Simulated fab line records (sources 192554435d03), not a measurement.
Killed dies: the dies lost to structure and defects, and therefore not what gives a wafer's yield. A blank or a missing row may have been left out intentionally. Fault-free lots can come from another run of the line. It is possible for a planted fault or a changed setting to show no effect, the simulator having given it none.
Struck lot and sound lot, side by side | flow n5Finfet | 21 steps out of a route of 1938
Sound: the wafers L414.1, L414.5, L414.6. Struck: wafer L416.4; the same lot's L416.2 was not struck, so it is left out; see the end for the cause.
Per side, at each step with rows, come the tool, then ch with its chambers, and then its first start. Under that, the readings that differ: sound wafers | struck wafers | difference of the means | sigmas: that difference in standard deviations of wafers without a fault.
alike: same words and numbers on both sides, and readings whose means sit less than 2 such deviations apart. not compared: any withheld reading, any reading some wafer has no value for, any bound like >300 that may hide the same value, and any number with overlapping values for which the record gives no deviation.
Wherever a step has rows on one side only, a row that says differs or no value, or a row with sigmas, the two part there. Numbers that don't overlap but have no deviation are shown without sigmas and don't part them. Lack of a reading on every wafer of one side parts them only where that side has two or more wafers.

first, 8 steps without rows for these wafers: N5_BEOL_M13_COAT_58 (time 60 s, resist thk 89 nm); N5_BEOL_M13_COAT_04 (resist thk 400 nm); N5_BEOL_M13_EBR_06; N5_BEOL_M13_SOFTBAKE_05 (time 60 s); N5_BEOL_M13_EXPOSE_07 (exposes mask V12); N5_BEOL_M13_PEB_08 (peb time 90 s); N5_BEOL_M13_DEVELOP_09 (develop time 45 s); N5_BEOL_M13_HARDBAKE_14 (time 120 s).
N5_BEOL_M13_CD_MEAS_10 targets a cd of 190 nm.
  sound on cdSem-03 ch 0, day 14 04:54; struck on cdSem-01 ch 0, day 14 20:12
reading   | sound             | struck | difference | sigmas
cdNm (nm) | 188.7 187.4 188.6 | 191.0  | +2.8       | +3
N5_BEOL_M13_OVL_MEAS_11:
  sound on overlay-02 ch 0, day 14 04:56; struck on overlay-01 ch 0, day 14 20:14
  alike: V12_OVL
N5_BEOL_M13_INSPECT_12: inspects for defects (macro).
  sound on defectInspect-02, day 14 04:57; struck on defectInspect-01, day 14 20:15
reading        | sound | struck | difference | sigmas
rawDefectCount | 0 2 2 | 6      | +5         | +3
N5_BEOL_M13_DESCUM_15: chemistry O2, time 7.9 s.
  sound on rieDiel-03 ch 0,3, day 14 04:59; struck on rieDiel-06 ch 0, day 14 20:31
reading    | sound             | struck | difference | sigmas
rfVppV (V) | 241.4 243.2 241.8 | 245.3  | +3.2       | +2
  alike: drypumpMotorCurrentA, oesProductAu, showerheadPlenumPTorr, throttleValvePct
  not compared: rfHoursCounterH
N5_BEOL_M13_ETCH_59: etches BARC in N2/H2, target depth 89 nm, overetch 26.7 nm, time 67.9 s.
  sound on rieDiel-03 ch 0,3, day 14 05:01; struck on rieDiel-06 ch 0, day 14 20:32
reading                                   | sound           | struck | difference | sigmas
model.coat_of_BEOL_M13_COAT_04.thkNm (nm) | 318 316.8 316.2 | 285.4  | -31.6      | 
  alike: drypumpMotorCurrentA, oesProductAu, rfVppV, showerheadPlenumPTorr, throttleValvePct
  not compared: rfHoursCounterH
N5_BEOL_M13_VIA_ETCH_16: etches SiOC in C4F8/O2/Ar, target depth 921.7 nm.
  sound on rieDiel-03 ch 0,3, day 14 05:04; struck on rieDiel-06 ch 0, day 14 20:36
reading                                   | sound          | struck | difference | sigmas
model.coat_of_BEOL_M13_COAT_04.thkNm (nm) | 74.2 68.2 68.2 | 37.8   | -32.4      | 
  alike: drypumpMotorCurrentA, oesProductAu, rfVppV, showerheadPlenumPTorr, throttleValvePct
N5_BEOL_M13_STRIP_63: strips in N2/H2.
  sound on plasmaAsher-02 ch 0,1, day 14 05:19; struck on plasmaAsher-01 ch 1, day 14 20:50
reading                  | sound             | struck | difference | sigmas
drypumpMotorCurrentA (A) | 5.15 5.16 5.00    | 5.67   | +0.57      | +2
oesProductAu (a.u.)      | 0.672 0.674 0.667 | 0.659  | -0.012     | -3
stripTimeToEndpointS (s) | 28.9 27.1 27.1    | 17.7   | -10.0      | -10
  alike: heaterPowerW
  not compared: rfHoursCounterH
N5_BEOL_M13_STRIP_64: strips in N2/H2.
  sound on plasmaAsher-02 ch 0,1, day 14 05:23; struck on plasmaAsher-01 ch 1, day 14 20:53
reading                  | sound          | struck | difference | sigmas
drypumpMotorCurrentA (A) | 5.15 5.14 4.98 | 5.68   | +0.59      | +2
  alike: heaterPowerW, oesProductAu, stripTimeToEndpointS
  not compared: rfHoursCounterH
then, 2 steps without rows for these wafers: N5_BEOL_M13_STRIP_71 (strips in post etch residue remover, time 60 s); N5_BEOL_M13_SRD_72 (time 30 s, dry time 30 s).
N5_BEOL_M13_CD_MEAS_17 targets a cd of 190 nm.
  sound on cdSem-01, day 14 05:32; struck on cdSem-03, day 14 21:02
reading   | sound             | struck | difference | sigmas
cdNm (nm) | 189.5 189.1 189.6 | 197.5  | +8.1       | +6
then, 1 step without rows for these wafers: N5_BEOL_M13_COAT_65 (time 60 s, resist thk 350 nm).
N5_PASSIVATION_PROBE_49:
  only the struck wafers here have rows in the record (prober-02, day 16 06:43); the sound ones have none

WHERE THEY PART
First at N5_BEOL_M13_CD_MEAS_10; last, within this record, at N5_PASSIVATION_PROBE_49.

WHY: what the simulator had put in
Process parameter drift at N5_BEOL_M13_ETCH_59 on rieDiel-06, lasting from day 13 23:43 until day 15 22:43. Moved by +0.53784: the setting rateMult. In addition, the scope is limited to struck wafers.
